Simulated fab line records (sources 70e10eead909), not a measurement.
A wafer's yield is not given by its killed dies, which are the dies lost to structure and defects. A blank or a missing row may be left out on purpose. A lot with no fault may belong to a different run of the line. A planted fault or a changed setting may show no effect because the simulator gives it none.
Problem report, 8D (eight disciplines) form, completed by code || flow nand harc || the parts of the form that need people (team, actions taken, sign-off) are left out

## 1. THE ISSUE
killed at array at NHARC_END_SORT_01 reads a mean of 666 on 3 wafers of 2 lots; wafers without a fault read 51 with a standard deviation of 17. Relative to the usual mean, that is a shift of +36 standard deviations.
First observed at day 30 02:23: wafer L350.2, on prober-02. The record holds 33 wafers of 11 lots with a number at this step. Rule for "out" (also "out of limits"): further than 4 standard deviations from the usual mean. All remaining wafers that have a number are taken as sound.

## 2. WHAT IT IS; WHAT IT IS NOT
{"question": "which readings at this step", "is": "killed at array, killed dies", "is not": "killed at other, killed open, killed short"}
{"question": "which lots", "is": "L350, L351", "is not": "L337, L342, L353, L354, L355, L357, L358, L359, L360"}
{"question": "which wafers of those lots", "is": "L350.2, L350.6, L351.6", "is not": "L350.5, L351.4, L351.5"}
{"question": "read on which gauges", "is": "prober-01, prober-02", "is not": "-"}
{"question": "when", "is": "from day 30 02:23", "is not": "up to then (6 sound wafers); but 24 sound wafers of L350, L351, L353, L354, L355, L357, L358, L359, L360 came after"}

## 3. SUSPECTS, AND WHAT RULES EACH OUT
Counting: any tool at a process step up to the reading remains a suspect provided it ran every lot that is out. Sound lots after the first of them don't rule it out here, since some wafers of a struck lot are sound.
- the gauge at NHARC_END_SORT_01: ruled out. 2 gauges (prober-01, prober-02) read the wafers that are out.
- rie diel-13 at NHARC_A_STAIRCASE_ETCH_201 (etches the open film in C4F8/O2, target depth 100 nm, time 40.5 s): kept. It ran every lot that is out, first L350 (day 21 09:44). NHARC_A_STAIRCASE_ETCH_201: start missing for some lots; hours and lot order therefore follow NHARC_A_STAIRCASE_TRIM_220.
- rie diel-03 at NHARC_A_STAIRCASE_TRIM_220 (chemistry O2, time 211.2 s): kept. It ran every lot that is out, first L350 (day 21 09:44); its last sound lot up to then is L337 (day 16 02:10). Its own readings are out on those wafers: oes product au.
- rie diel-03 at NHARC_A_STAIRCASE_TRIM_224 (chemistry O2, time 211.2 s): kept. It ran every lot that is out, first L350 (day 30 02:23); its last sound lot up to then is L337 (day 24 15:33). NHARC_A_STAIRCASE_TRIM_224: start missing for some lots; hours and lot order therefore follow NHARC_END_SORT_01.
- Within rie diel-03 at NHARC_A_STAIRCASE_TRIM_220: the wafers that are out ran in chamber 0; their sound lot-mates ran in chambers 1, 3.
- Within rie diel-03 at NHARC_A_STAIRCASE_TRIM_224: the wafers that are out ran in chambers 0, 1; their sound lot-mates ran in chambers 2, 3.
After the count, these remain: rie diel-13 at NHARC_A_STAIRCASE_ETCH_201, rie diel-03 at NHARC_A_STAIRCASE_TRIM_220 and rie diel-03 at NHARC_A_STAIRCASE_TRIM_224.

## 4. THE CAUSE (what the simulator had put in)
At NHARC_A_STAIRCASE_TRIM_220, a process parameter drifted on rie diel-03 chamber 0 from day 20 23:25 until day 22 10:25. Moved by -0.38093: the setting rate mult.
After counting, 3 suspects remain, this tool included.

## 5. THE EFFECT CHAIN, in route order
Rows list readings where the struck wafers' mean (over those with a number) sits beyond 3 standard deviations from the usual. Scope: only readings with a usual standard deviation given in the record; hours: median across lots of the time from each lot's start at the first step in this table that gives one to its start at this step; sigmas: change in usual standard deviations.
{"hours": 0, "step": "NHARC_A_STAIRCASE_TRIM_220", "reading": "oes product au", "usual": "1.000 a.u.", "on struck wafers": 0.766, "change": -0.234, "sigmas": -33}
{"hours": 203, "step": "NHARC_END_SORT_01", "reading": "killed at array", "usual": 51, "on struck wafers": 666, "change": "+615", "sigmas": "+36"}
{"hours": 203, "step": "NHARC_END_SORT_01", "reading": "killed dies", "usual": 57, "on struck wafers": 677, "change": "+620", "sigmas": "+34"}
Process steps it contains:
- NHARC_A_STAIRCASE_TRIM_220: chemistry O2, time 211.2 s.

## 6. HOW IT WOULD HAVE BEEN CAUGHT EARLIER
Counted from the fault's start at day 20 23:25, it took 219 hours until the first out-of-limits reading at a measuring or inspecting step in this record, taken at day 30 02:23.
Tool's own readings at NHARC_A_STAIRCASE_TRIM_220, oes product au: out on all struck wafers the step has rows for; an alarm limit on them would have tripped on the first.
The start of NHARC_A_STAIRCASE_TRIM_220 on rie diel-03 came by day 30 02:23 for every one of the lots that are out (2). Had the tool been put on hold then, not one of them would have been saved.
